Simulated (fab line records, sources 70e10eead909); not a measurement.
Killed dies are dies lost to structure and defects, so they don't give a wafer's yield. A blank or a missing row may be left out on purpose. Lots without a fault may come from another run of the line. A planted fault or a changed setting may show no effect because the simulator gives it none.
Chamber matching | flow nand_harc | NHARC_A_STAIRCASE_DEP_417 on pecvd-03: 3 sister chambers
The step deposits Si3N4, target thk 60 nm. 6 wafers are shown with their chamber, then 8 later ones without.

WAFERS WITH THEIR CHAMBER
wafer  | chamber | heater_power_w (W)
L085.2 | 0       | 561
L085.6 | 0       | 560
L087.1 | 2       | 607
L087.2 | 1       | 682
L087.5 | 1       | 677
L090.1 | 2       | 633

WAFERS WITHOUT THEIR CHAMBER
wafer  | heater_power_w (W)
L090.2 | 694
L090.5 | 633
L093.2 | 718
L093.5 | 657
L093.6 | 599
L095.2 | 689
L095.3 | 630
L095.6 | 619

WHICH CHAMBER EACH WENT THROUGH
wafer  | from the rows above     | in truth
L090.2 | 1                       | 1
L090.5 | 2                       | 2
L093.2 | 1                       | 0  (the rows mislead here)
L093.5 | can't be placed: 1 or 2 | 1
L093.6 | can't be placed: 2 or 0 | 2
L095.2 | 1                       | 1
L095.3 | 2                       | 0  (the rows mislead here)
L095.6 | 2                       | 2
Placed correctly: 4 of 8. Can't be placed from these rows: 2 (the true chamber is among the candidates in 2). Placed wrongly: 2.
How it was worked out, from the rows above alone: a wafer's distance from a chamber is the root of the sum, over the readings, of the square of ((its reading less the chamber's mean) divided by the reading's scatter). The wafer belongs to the nearest chamber; if the next one is less than 2 further off, it can't be placed. A chamber's mean is the mean of its shown wafers. The scatter: the root of (the sum of the squares of (reading less its chamber's mean) over the shown wafers, divided by (wafers less chambers)).
